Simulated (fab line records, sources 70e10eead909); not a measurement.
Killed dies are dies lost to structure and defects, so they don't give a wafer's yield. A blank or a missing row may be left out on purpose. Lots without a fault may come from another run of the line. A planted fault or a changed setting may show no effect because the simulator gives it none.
Which tool did it? | flow nand_harc | 6 lots, 18 wafers sampled, at 5 steps of a route of 1302

WHAT THE GAUGES READ, wafer by wafer
NHARC_END_SORT_01.
lot  | measured     | on        | killed_at_array
L908 | day 31 08:58 | prober-01 | 670 670 669
L911 | day 31 16:52 | prober-02 | 668 674 673

WHICH TOOL RAN EACH LOT (tool, then ch and the chambers of the sampled wafers, then the start)
lot  | NHARC_A_STAIRCASE_ETCH_17                     | NHARC_A_STAIRCASE_ETCH_21                     | NHARC_A_STAIRCASE_TRIM_24          | NHARC_A_STAIRCASE_ETCH_25
L901 | rie_diel-10 ch 1,2, day 16 12:08 or earlier   | rie_diel-10 ch 0,2,3, day 16 12:08 or earlier | rie_diel-10 ch 0,1,2, day 16 12:08 | rie_diel-10 ch 0,3, no start
L904 | rie_diel-04 ch 0,1,2, day 17 10:07 or earlier | rie_diel-04 ch 1,2,3, day 17 10:07 or earlier | rie_diel-04 ch 2,3, day 17 10:07   | rie_diel-04 ch 2,3, no start
L908 | rie_diel-10 ch 1,2,3, day 19 20:31 or earlier | rie_diel-04 ch 1,3, day 19 20:31              | rie_diel-04 ch 1,3, day 19 20:58   | rie_diel-04 ch 1,3, day 31 08:58 or earlier
L911 | rie_diel-04 ch 0,1, day 20 03:32 or earlier   | rie_diel-10 ch 1,2,3, day 20 03:32 or earlier | rie_diel-10 ch 2,3, day 20 03:32   | rie_diel-10 ch 1,2, day 31 16:52 or earlier
L918 | rie_diel-03 ch 1,3, day 24 01:53 or earlier   | rie_diel-04 ch 1,2,3, day 24 01:53 or earlier | rie_diel-04 ch 0,3, day 24 01:53   | rie_diel-04 ch 0,1, no start
L922 | rie_diel-04 ch 0,1,2, day 26 01:05 or earlier | rie_diel-04 ch 0,1,3, day 26 01:05 or earlier | rie_diel-04 ch 0,1,2, day 26 01:05 | rie_diel-04 ch 0,1,3, no start
- NHARC_A_STAIRCASE_ETCH_17: etches the open film in C4F8/O2, target depth 100 nm, time 40.5 s.
- NHARC_A_STAIRCASE_ETCH_21: etches the open film in C4F8/O2, target depth 100 nm, time 40.5 s.
- NHARC_A_STAIRCASE_TRIM_24: chemistry O2, time 211.2 s.
- NHARC_A_STAIRCASE_ETCH_25: etches the open film in C4F8/O2, target depth 100 nm, time 40.5 s.

THE ANSWER, worked out from the rows above alone
Rule: what is usual is taken from the lots themselves. Put in order of their means at a reading, lots are off if they are a third of the lots or fewer, leave a main group of 4 or more, and stand apart from it by a gap of 3 or more times the standard deviation of the main group's means; of several such gaps the widest counts. A main group whose means are all the same, to the digits that the tables above print for the reading, isn't used. A lot without any number at a reading at which 4 lots or more have one is off too. The other lots that the step has rows for count as sound.
No lot is off at any reading shown: from this, nothing can be told.

WHAT THE SIMULATOR HAD PUT IN
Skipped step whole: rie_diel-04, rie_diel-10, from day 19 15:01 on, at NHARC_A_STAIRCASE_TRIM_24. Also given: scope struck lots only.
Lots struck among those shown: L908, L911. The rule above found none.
